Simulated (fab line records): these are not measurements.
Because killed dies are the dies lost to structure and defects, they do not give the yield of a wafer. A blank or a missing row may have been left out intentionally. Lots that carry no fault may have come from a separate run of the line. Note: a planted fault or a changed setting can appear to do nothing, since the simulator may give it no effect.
A lot that was struck, set against a sound lot :: flow n5 finfet :: 15 steps out of a route of 1938
Sound: these wafers, L469.2, L469.3, L469.4. Struck: wafers L472.2, L472.6. (L472.4 of the same lot was not struck and is left out.) The cause comes at the end.
Order at every step that has rows: each side's tool, ch and its chambers, its first start. Under that, the readings that differ: sound wafers :: struck wafers :: difference of the means :: sigmas: that difference in standard deviations of wafers without a fault.
alike: a reading whose means differ by less than 2 such deviations, as well as words and numbers matching on both sides. not compared: withheld readings; readings where some wafer has no value; bounds like >300 that might hide an equal value; numbers whose values overlap and for which the record gives no deviation.
A row with sigmas, a row that says differs or no value, or rows on one side alone: a step with any of these is where the two part. When numbers do not overlap yet have no deviation, they are printed without sigmas and do not part them. A reading that every wafer of one side lacks parts them only if that side has two wafers or more.

first, 3 steps without rows for these wafers: N5_BEOL_M14_STRIP_69 (strips in N2/H2); N5_BEOL_M14_TRENCH_ETCH_34 (etches SiO2 in C4F8/O2/Ar, target depth 556.65 nm, time 126.9 s); N5_BEOL_M14_STRIP_70 (strips in C4F8/O2/Ar).
N5_BEOL_M14_OCD_MEAS_35:
  sound on ocd-02 at day 13 05:19; struck on ocd-02 at day 14 09:39
  alike: trench depth nm
then, 1 step without rows for these wafers: N5_BEOL_M14_STRIP_37 (strips in O2).
N5_BEOL_M14_ETCH_38: etches SiCN in CF4/N2, target depth 106.5 nm, time 120.6 s.
  sound on rie diel-03 ch 0,2,3; struck on rie diel-04 ch 0,2
  alike: cf4 flow sccm, chamber pressure mTorr, drypump motor current A, oes product au, rf vpp V, showerhead plenum p Torr, throttle valve pct
  not compared: rf hours counter h
then, 2 steps without rows for these wafers: N5_BEOL_M14_PRECLEAN_39 (cleans in residue remover, time 60 s); N5_BEOL_M14_SRD_40 (time 30 s, dry time 30 s).
N5_BEOL_M14_DEGAS_41: time 60 s.
  sound on pvd sputter-01 at day 13 05:47; struck on pvd sputter-02 at day 14 11:40
  alike: heater power w
N5_BEOL_M14_PRE_CLEAN_42: time 30 s.
  sound on pvd sputter-01 at day 13 05:50; struck on pvd sputter-02 at day 14 11:42
  alike: heater power w
N5_BEOL_M14_SPUTTER_43: material TaN, target thk 15 nm, time 24.19 s.
  sound on pvd sputter-01 at day 13 05:52; struck on pvd sputter-02 at day 14 11:44
reading: chamber pressure pa (Pa)
sound: 0.12026 0.12035 0.12029
struck: 0.1195 0.11956
difference: -0.0008
sigmas: -3
  alike: cathode dc power W, substrate temp c, throttle valve pct
N5_BEOL_M14_SPUTTER_44: material Ta, target thk 15 nm, time 24.19 s.
  sound on pvd sputter-01 at day 13 05:57; struck on pvd sputter-02 at day 14 11:49
  alike: cathode dc power W, chamber pressure pa, substrate temp c, throttle valve pct
N5_BEOL_M14_SPUTTER_45: material Cu, target thk 100 nm, time 16.67 s.
  sound on pvd sputter-01 at day 13 06:02; struck on pvd sputter-02 at day 14 11:54
reading: cathode dc power W (W)
sound: 25998 25995 25991
struck: 23910 23891
difference: -2094
sigmas: -99 or more
  alike: chamber pressure pa, substrate temp c, throttle valve pct
then, 1 step without rows for these wafers: N5_BEOL_M14_ECD_47 (material Cu, target thk 1248 nm).
N5_PASSIVATION_PROBE_49:
  sound on prober-01 at day 14 07:15; struck on prober-01 at day 15 13:24
  alike: defect limited yield, killed_at_M0_to_M3, killed_at_M4_up, killed at contacts, killed at front end, killed at other, killed dies, killed open, killed short, sort_bin_5_function, sort_bin_6_memory, sort_bin_8_speed, sort n pass, sort yield pct

== WHERE THEY PART ==
At N5_BEOL_M14_SPUTTER_43 first; at N5_BEOL_M14_SPUTTER_45 last (within this record only). Later steps at which nothing parts them and some readings are alike: N5_PASSIVATION_PROBE_49.

WHY: what had been put in by the simulator
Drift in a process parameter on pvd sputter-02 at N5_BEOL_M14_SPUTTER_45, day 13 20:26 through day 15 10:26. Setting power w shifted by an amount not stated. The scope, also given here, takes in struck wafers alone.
